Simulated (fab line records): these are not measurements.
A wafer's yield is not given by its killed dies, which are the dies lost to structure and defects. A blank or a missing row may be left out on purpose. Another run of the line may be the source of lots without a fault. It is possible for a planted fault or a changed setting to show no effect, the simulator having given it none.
Which tool was responsible? :: flow n5-finfet :: Sampling: 9 lots, 27 wafers, 6 of 1938 route steps

## WHAT THE GAUGES SHOWED, per wafer
N5_HKMG_FIN_INSPECT_14: inspects for defects (macro). Usual: raw-defect-count at 1.9, with a standard deviation of 1.3.
lot: L708
measured: day 4 17:58
on: defect-inspect-01
raw-defect-count: 2 5 2
flag: 

lot: L711
measured: day 5 02:05
on: defect-inspect-01
raw-defect-count: 1 2 1
flag: 

lot: L710
measured: day 5 05:30
on: defect-inspect-02
raw-defect-count: 3 2 0
flag: 

lot: L713
measured: day 5 17:16
on: defect-inspect-01
raw-defect-count: 2 1 4
flag: 

lot: L715
measured: day 6 06:23
on: defect-inspect-01
raw-defect-count: 2 2 3
flag: 

lot: L718
measured: day 6 23:38
on: defect-inspect-01
raw-defect-count: 2 1 >300
flag: 

lot: L727
measured: day 9 05:10
on: defect-inspect-02
raw-defect-count: 3 1 1
flag: 

lot: L729
measured: day 9 17:01
on: defect-inspect-02
raw-defect-count: 2 3 1
flag: 

lot: L730
measured: day 9 22:10
on: defect-inspect-01
raw-defect-count: 3 0 2
flag: 

N5_BEOL_M4_RC_MEAS_101. Usual: DIBL_N 36.0 mV/V, standard deviation 1.7; DIBL_P 36.2 mV/V, standard deviation 1.9; IOFF_N 0.154 nA/um, standard deviation 0.028; IOFF_P 0.21 nA/um, standard deviation 0.036; ION_N 675 uA/um, standard deviation 11; ION_P 463 uA/um, standard deviation 8.3; SS_N 71.4 mV/dec, standard deviation 0.63; SS_P 73.2 mV/dec, standard deviation 0.55; VT_N 250.2 mV, standard deviation 3; VT_P -251 mV, standard deviation 3.7.
lot: L708
measured: day 9 05:26
on: prober-01
DIBL_N (mV/V): 35.0 38.3 39.0
DIBL_P (mV/V): 33.2 38.5 38.7
IOFF_N (nA/um): 0.116 0.186 0.196
IOFF_P (nA/um): 0.17 0.26 0.26
ION_N (uA/um): 670 688 700
ION_P (uA/um): 455 474 477
SS_N (mV/dec): 71.2 72.9 72.4
SS_P (mV/dec): 73.0 73.9 73.9
VT_N (mV): 252.2 245.6 245.2
VT_P (mV): -252 -247 -246
flag: 

lot: L711
measured: day 10 23:41
on: prober-02
DIBL_N (mV/V): 37.7 38.0 34.4
DIBL_P (mV/V): 38.6 38.8 34.9
IOFF_N (nA/um): 0.180 0.185 0.128
IOFF_P (nA/um): 0.23 0.23 0.17
ION_N (uA/um): 685 679 671
ION_P (uA/um): 477 467 462
SS_N (mV/dec): 71.5 72.4 71.1
SS_P (mV/dec): 73.7 73.4 72.3
VT_N (mV): 249.5 246.9 252.7
VT_P (mV): -247 -248 -250
flag: 

lot: L710
measured: day 11 04:26
on: prober-02
DIBL_N (mV/V): 32.7 35.9 36.7
DIBL_P (mV/V): 32.2 34.8 36.0
IOFF_N (nA/um): 0.103 0.140 0.152
IOFF_P (nA/um): 0.16 0.19 0.20
ION_N (uA/um): 668 672 678
ION_P (uA/um): 463 457 458
SS_N (mV/dec): 70.7 70.7 70.6
SS_P (mV/dec): 72.2 73.0 73.6
VT_N (mV): 255.7 251.5 250.0
VT_P (mV): -256 -255 -251
flag: 

lot: L713
measured: day 12 00:50
on: prober-02
DIBL_N (mV/V): 34.7 35.7 35.7
DIBL_P (mV/V): 35.6 36.4 36.5
IOFF_N (nA/um): 0.134 0.155 0.146
IOFF_P (nA/um): 0.18 0.20 0.19
ION_N (uA/um): 666 679 674
ION_P (uA/um): 460 461 465
SS_N (mV/dec): 71.4 71.4 71.2
SS_P (mV/dec): 72.7 72.8 72.5
VT_N (mV): 252.2 248.9 249.6
VT_P (mV): -252 -251 -251
flag: 

lot: L715
measured: day 12 12:19
on: prober-01
DIBL_N (mV/V): 32.5 35.8 33.1
DIBL_P (mV/V): 32.9 37.7 34.8
IOFF_N (nA/um): 0.102 0.158 0.113
IOFF_P (nA/um): 0.15 0.21 0.17
ION_N (uA/um): 657 673 662
ION_P (uA/um): 452 465 463
SS_N (mV/dec): 70.8 71.1 70.6
SS_P (mV/dec): 71.7 73.0 72.3
VT_N (mV): 255.7 249.3 252.1
VT_P (mV): -254 -248 -254
flag: 

lot: L718
measured: day 13 09:31
on: prober-01
DIBL_N (mV/V): 38.1 36.0 37.3
DIBL_P (mV/V): 39.2 36.2 37.9
IOFF_N (nA/um): 0.194 0.148 0.170
IOFF_P (nA/um): 0.22 0.17 0.20
ION_N (uA/um): 699 669 677
ION_P (uA/um): 468 449 454
SS_N (mV/dec): 71.7 71.4 71.6
SS_P (mV/dec): 73.8 73.2 73.6
VT_N (mV): 248.7 251.7 249.3
VT_P (mV): -251 -256 -255
flag: 

lot: L727
measured: day 15 06:22
on: prober-01
DIBL_N (mV/V): 35.8 36.0 39.1
DIBL_P (mV/V): 35.9 36.7 38.8
IOFF_N (nA/um): 0.150 0.158 0.214
IOFF_P (nA/um): 0.18 0.20 0.23
ION_N (uA/um): 663 665 697
ION_P (uA/um): 453 462 468
SS_N (mV/dec): 71.1 71.2 71.9
SS_P (mV/dec): 72.5 72.8 73.2
VT_N (mV): 251.4 247.5 244.7
VT_P (mV): -251 -249 -251
flag: 

lot: L729
measured: day 15 08:19
on: prober-01
DIBL_N (mV/V): 36.7 37.2 36.0
DIBL_P (mV/V): 35.6 37.2 34.8
IOFF_N (nA/um): 0.158 0.174 0.164
IOFF_P (nA/um): 0.24 0.26 0.23
ION_N (uA/um): 666 677 686
ION_P (uA/um): 465 471 477
SS_N (mV/dec): 71.5 71.2 71.5
SS_P (mV/dec): 73.4 73.7 73.0
VT_N (mV): 252.7 247.7 248.4
VT_P (mV): -247 -243 -247
flag: 

lot: L730
measured: day 15 11:02
on: prober-02
DIBL_N (mV/V): 36.1 35.9 37.9
DIBL_P (mV/V): 36.9 34.8 39.6
IOFF_N (nA/um): 0.145 0.148 0.192
IOFF_P (nA/um): 0.21 0.19 0.25
ION_N (uA/um): 660 662 697
ION_P (uA/um): 455 456 471
SS_N (mV/dec): 71.4 71.4 72.3
SS_P (mV/dec): 73.0 72.7 73.9
VT_N (mV): 253.2 252.0 247.7
VT_P (mV): -253 -252 -249
flag: 

## WHICH TOOL RAN EACH LOT (tool, then ch and the chambers of the sampled wafers, then the start)
lot: L708
N5_HKMG_FIN_ETCH_58: rie-diel-01 ch 0,1,3, day 4 14:56
N5_HKMG_FIN_CVD_62: thermal-cvd-si-01 ch 0,1,2, day 4 16:22
N5_HKMG_FIN_STRIP_92: rie-diel-01 ch 0,2,3, day 4 18:45
N5_HKMG_FIN_ALD_91: ald-metal-01 ch 2,3, day 4 19:16

lot: L711
N5_HKMG_FIN_ETCH_58: rie-diel-05 ch 2,3, day 4 22:48
N5_HKMG_FIN_CVD_62: thermal-cvd-si-01 ch 1,2, day 5 00:28
N5_HKMG_FIN_STRIP_92: rie-diel-01 ch 0,1,3, day 5 02:35
N5_HKMG_FIN_ALD_91: ald-metal-01 ch 0,2,3, day 5 03:07

lot: L710
N5_HKMG_FIN_ETCH_58: rie-diel-05 ch 0,2, day 5 02:21
N5_HKMG_FIN_CVD_62: thermal-cvd-si-02 ch 0,1,2, day 5 03:51
N5_HKMG_FIN_STRIP_92: rie-diel-01 ch 0,2,3, day 5 06:32
N5_HKMG_FIN_ALD_91: ald-metal-02 ch 0,1,3, day 5 07:03

lot: L713
N5_HKMG_FIN_ETCH_58: rie-diel-05 ch 0,1,3, day 5 14:14
N5_HKMG_FIN_CVD_62: thermal-cvd-si-01 ch 0,1,2, day 5 15:40
N5_HKMG_FIN_STRIP_92: rie-diel-05 ch 1,3, day 5 17:45
N5_HKMG_FIN_ALD_91: ald-metal-02 ch 2,3, day 5 18:17

lot: L715
N5_HKMG_FIN_ETCH_58: rie-diel-01 ch 0,2,3, day 6 03:16
N5_HKMG_FIN_CVD_62: thermal-cvd-si-02 ch 0,1,2, day 6 04:41
N5_HKMG_FIN_STRIP_92: rie-diel-03 ch 0,1,3, day 6 06:54
N5_HKMG_FIN_ALD_91: ald-metal-01 ch 0,2,3, day 6 07:26

lot: L718
N5_HKMG_FIN_ETCH_58: rie-diel-05 ch 1,2, day 6 20:35
N5_HKMG_FIN_CVD_62: thermal-cvd-si-01 ch 0,1, day 6 22:01
N5_HKMG_FIN_STRIP_92: rie-diel-03 ch 0,1,2, day 7 00:07
N5_HKMG_FIN_ALD_91: ald-metal-02 ch 0,1,2, day 7 00:38

lot: L727
N5_HKMG_FIN_ETCH_58: rie-diel-01 ch 1,2,3, day 9 02:07
N5_HKMG_FIN_CVD_62: thermal-cvd-si-02 ch 0,1, day 9 03:32
N5_HKMG_FIN_STRIP_92: rie-diel-05 ch 1,2,3, day 9 05:38
N5_HKMG_FIN_ALD_91: ald-metal-01 ch 1,2,3, day 9 06:10

lot: L729
N5_HKMG_FIN_ETCH_58: rie-diel-05 ch 2,3, day 9 13:58
N5_HKMG_FIN_CVD_62: thermal-cvd-si-02 ch 1,2, day 9 15:24
N5_HKMG_FIN_STRIP_92: rie-diel-05 ch 1,2,3, day 9 17:30
N5_HKMG_FIN_ALD_91: ald-metal-01 ch 2,3, day 9 18:02

lot: L730
N5_HKMG_FIN_ETCH_58: rie-diel-01 ch 2,3, day 9 18:22
N5_HKMG_FIN_CVD_62: thermal-cvd-si-01 ch 0,2, day 9 19:47
N5_HKMG_FIN_STRIP_92: rie-diel-05 ch 0,1,3, day 9 22:39
N5_HKMG_FIN_ALD_91: ald-metal-02 ch 0,2, day 9 23:11
- N5_HKMG_FIN_ETCH_58: etches SOC in N2/H2, target depth 215.8 nm, time 741 s.
- N5_HKMG_FIN_CVD_62: deposits a-Si from Si2H6, target thk 3 nm, time 20.8 s.
- N5_HKMG_FIN_STRIP_92: strips SOC in N2/H2, time 20 s.
- N5_HKMG_FIN_ALD_91: deposits TiN, target thk 1 nm, pulse time 1 s, purge time 3 s.

## AS READ BY THE TOOLS THEMSELVES (means over the sampled wafers that have a number; for cases with no such wafer, the mark the record gives instead)
N5_HKMG_FIN_ETCH_58. Usual: chamber-pressure-mTorr 30.00 mTorr, standard deviation 0.031; drypump-motor-current-A 5.8 A, standard deviation 0.49; oes-product-au 0.81 a.u., standard deviation 0.085; rf-vpp-V 99.1 V, standard deviation 0.98; showerhead-plenum-p-Torr 2.53 Torr, standard deviation 0.097; throttle-valve-pct 17.73 %, standard deviation 0.23.
lot: L708
tool: rie-diel-01
chamber-pressure-mTorr (mTorr): 29.99
drypump-motor-current-A (A): 5.9
oes-product-au (a.u.): 0.84
rf-vpp-V (V): 98.7
showerhead-plenum-p-Torr (Torr): 2.43
throttle-valve-pct (%): 17.53
flag: 

lot: L711
tool: rie-diel-05
chamber-pressure-mTorr (mTorr): 30.01
drypump-motor-current-A (A): 5.6
oes-product-au (a.u.): 0.75
rf-vpp-V (V): 98.6
showerhead-plenum-p-Torr (Torr): 2.60
throttle-valve-pct (%): 17.83
flag: 

lot: L710
tool: rie-diel-05
chamber-pressure-mTorr (mTorr): 30.00
drypump-motor-current-A (A): 5.5
oes-product-au (a.u.): 0.84
rf-vpp-V (V): 100.4
showerhead-plenum-p-Torr (Torr): 2.63
throttle-valve-pct (%): 17.80
flag: 

lot: L713
tool: rie-diel-05
chamber-pressure-mTorr (mTorr): 30.00
drypump-motor-current-A (A): 5.7
oes-product-au (a.u.): 0.74
rf-vpp-V (V): 98.8
showerhead-plenum-p-Torr (Torr): 2.52
throttle-valve-pct (%): 17.72
flag: 

lot: L715
tool: rie-diel-01
chamber-pressure-mTorr (mTorr): 30.01
drypump-motor-current-A (A): 5.6
oes-product-au (a.u.): 0.76
rf-vpp-V (V): 99.1
showerhead-plenum-p-Torr (Torr): 2.47
throttle-valve-pct (%): 17.69
flag: 

lot: L718
tool: rie-diel-05
chamber-pressure-mTorr (mTorr): 30.01
drypump-motor-current-A (A): 5.8
oes-product-au (a.u.): 0.85
rf-vpp-V (V): 99.0
showerhead-plenum-p-Torr (Torr): 2.59
throttle-valve-pct (%): 17.77
flag: 

lot: L727
tool: rie-diel-01
chamber-pressure-mTorr (mTorr): 30.02
drypump-motor-current-A (A): 5.7
oes-product-au (a.u.): 0.77
rf-vpp-V (V): 98.6
showerhead-plenum-p-Torr (Torr): 2.48
throttle-valve-pct (%): 17.65
flag: 

lot: L729
tool: rie-diel-05
chamber-pressure-mTorr (mTorr): 30.00
drypump-motor-current-A (A): 5.5
oes-product-au (a.u.): 0.87
rf-vpp-V (V): 99.2
showerhead-plenum-p-Torr (Torr): 2.53
throttle-valve-pct (%): 17.51
flag: 

lot: L730
tool: rie-diel-01
chamber-pressure-mTorr (mTorr): 30.03
drypump-motor-current-A (A): 5.2
oes-product-au (a.u.): 0.73
rf-vpp-V (V): 98.8
showerhead-plenum-p-Torr (Torr): 2.41
throttle-valve-pct (%): 17.62
flag: 

N5_HKMG_FIN_CVD_62. Usual: heater-power-w at 1395 W, with a standard deviation of 120.
lot: L708
tool: thermal-cvd-si-01
heater-power-w (W): 1496
flag: 

lot: L711
tool: thermal-cvd-si-01
heater-power-w (W): 1433
flag: 

lot: L710
tool: thermal-cvd-si-02
heater-power-w (W): 1291
flag: 

lot: L713
tool: thermal-cvd-si-01
heater-power-w (W): 1478
flag: 

lot: L715
tool: thermal-cvd-si-02
heater-power-w (W): 1295
flag: 

lot: L718
tool: thermal-cvd-si-01
heater-power-w (W): 1474
flag: 

lot: L727
tool: thermal-cvd-si-02
heater-power-w (W): 1234
flag: 

lot: L729
tool: thermal-cvd-si-02
heater-power-w (W): 1345
flag: 

lot: L730
tool: thermal-cvd-si-01
heater-power-w (W): 1470
flag: 

N5_HKMG_FIN_STRIP_92. Usual: chamber-pressure-mTorr 50.00 mTorr, standard deviation 0.047; drypump-motor-current-A 5.9 A, standard deviation 0.51; oes-product-au 0.81 a.u., standard deviation 0.081; rf-vpp-V 54.1 V, standard deviation 0.88; showerhead-plenum-p-Torr 3.33 Torr, standard deviation 0.12; throttle-valve-pct 18.9 %, standard deviation 0.33.
lot: L708
tool: rie-diel-01
chamber-pressure-mTorr (mTorr): 50.00
drypump-motor-current-A (A): 5.6
oes-product-au (a.u.): 0.77
rf-vpp-V (V): 53.3
showerhead-plenum-p-Torr (Torr): 3.27
throttle-valve-pct (%): 18.7
flag: 

lot: L711
tool: rie-diel-01
chamber-pressure-mTorr (mTorr): 50.01
drypump-motor-current-A (A): 5.9
oes-product-au (a.u.): 0.82
rf-vpp-V (V): 53.9
showerhead-plenum-p-Torr (Torr): 3.21
throttle-valve-pct (%): 18.6
flag: 

lot: L710
tool: rie-diel-01
chamber-pressure-mTorr (mTorr): 50.03
drypump-motor-current-A (A): 5.6
oes-product-au (a.u.): 0.77
rf-vpp-V (V): 53.8
showerhead-plenum-p-Torr (Torr): 3.27
throttle-valve-pct (%): 18.7
flag: 

lot: L713
tool: rie-diel-05
chamber-pressure-mTorr (mTorr): 50.03
drypump-motor-current-A (A): 6.0
oes-product-au (a.u.): 0.68
rf-vpp-V (V): 53.9
showerhead-plenum-p-Torr (Torr): 3.29
throttle-valve-pct (%): 19.0
flag: 

lot: L715
tool: rie-diel-03
chamber-pressure-mTorr (mTorr): 49.95
drypump-motor-current-A (A): 6.0
oes-product-au (a.u.): 0.82
rf-vpp-V (V): 53.9
showerhead-plenum-p-Torr (Torr): 3.39
throttle-valve-pct (%): 19.3
flag: 

lot: L718
tool: rie-diel-03
chamber-pressure-mTorr (mTorr): 49.96
drypump-motor-current-A (A): 6.4
oes-product-au (a.u.): 0.87
rf-vpp-V (V): 53.9
showerhead-plenum-p-Torr (Torr): 3.37
throttle-valve-pct (%): 19.0
flag: 

lot: L727
tool: rie-diel-05
chamber-pressure-mTorr (mTorr): 50.01
drypump-motor-current-A (A): 5.8
oes-product-au (a.u.): 0.87
rf-vpp-V (V): 54.2
showerhead-plenum-p-Torr (Torr): 3.34
throttle-valve-pct (%): 18.8
flag: 

lot: L729
tool: rie-diel-05
chamber-pressure-mTorr (mTorr): 50.01
drypump-motor-current-A (A): 5.8
oes-product-au (a.u.): 0.85
rf-vpp-V (V): 53.4
showerhead-plenum-p-Torr (Torr): 3.34
throttle-valve-pct (%): 18.8
flag: 

lot: L730
tool: rie-diel-05
chamber-pressure-mTorr (mTorr): 49.98
drypump-motor-current-A (A): 5.7
oes-product-au (a.u.): 0.88
rf-vpp-V (V): 54.2
showerhead-plenum-p-Torr (Torr): 3.32
throttle-valve-pct (%): 18.7
flag: 

N5_HKMG_FIN_ALD_91. Usual: heater-power-w 875 W, standard deviation 86; precursor-pulse-height-rel 0.999, standard deviation 0.021.
lot: L708
tool: ald-metal-01
heater-power-w (W): 835
precursor-pulse-height-rel: 1.003
flag: 

lot: L711
tool: ald-metal-01
heater-power-w (W): 831
precursor-pulse-height-rel: 0.992
flag: 

lot: L710
tool: ald-metal-02
heater-power-w (W): 950
precursor-pulse-height-rel: 0.982
flag: 

lot: L713
tool: ald-metal-02
heater-power-w (W): 873
precursor-pulse-height-rel: 1.015
flag: 

lot: L715
tool: ald-metal-01
heater-power-w (W): 833
precursor-pulse-height-rel: 0.992
flag: 

lot: L718
tool: ald-metal-02
heater-power-w (W): 960
precursor-pulse-height-rel: 1.009
flag: 

lot: L727
tool: ald-metal-01
heater-power-w (W): 855
precursor-pulse-height-rel: 1.006
flag: 

lot: L729
tool: ald-metal-01
heater-power-w (W): 808
precursor-pulse-height-rel: 0.990
flag: 

lot: L730
tool: ald-metal-02
heater-power-w (W): 901
precursor-pulse-height-rel: 1.008
flag: 

## THE ANSWER, worked out from the rows above alone
Rule: lot off if the mean of its wafers having a number is beyond 3 standard deviations from the usual mean. Also off: a lot with no number at a reading for which 4 or more lots have one. All remaining lots with rows at the step are treated as sound. Order of review: gauges by route order, followed by the tools' own readings, for which a lot's mean as printed above is used. The first step at which some lot is off is used, and at that step the reading that is off furthest; a lot without a number counts as furthest.
None of the lots is off at any reading shown; this tells nothing.

## WHAT THE SIMULATOR HAD PUT IN
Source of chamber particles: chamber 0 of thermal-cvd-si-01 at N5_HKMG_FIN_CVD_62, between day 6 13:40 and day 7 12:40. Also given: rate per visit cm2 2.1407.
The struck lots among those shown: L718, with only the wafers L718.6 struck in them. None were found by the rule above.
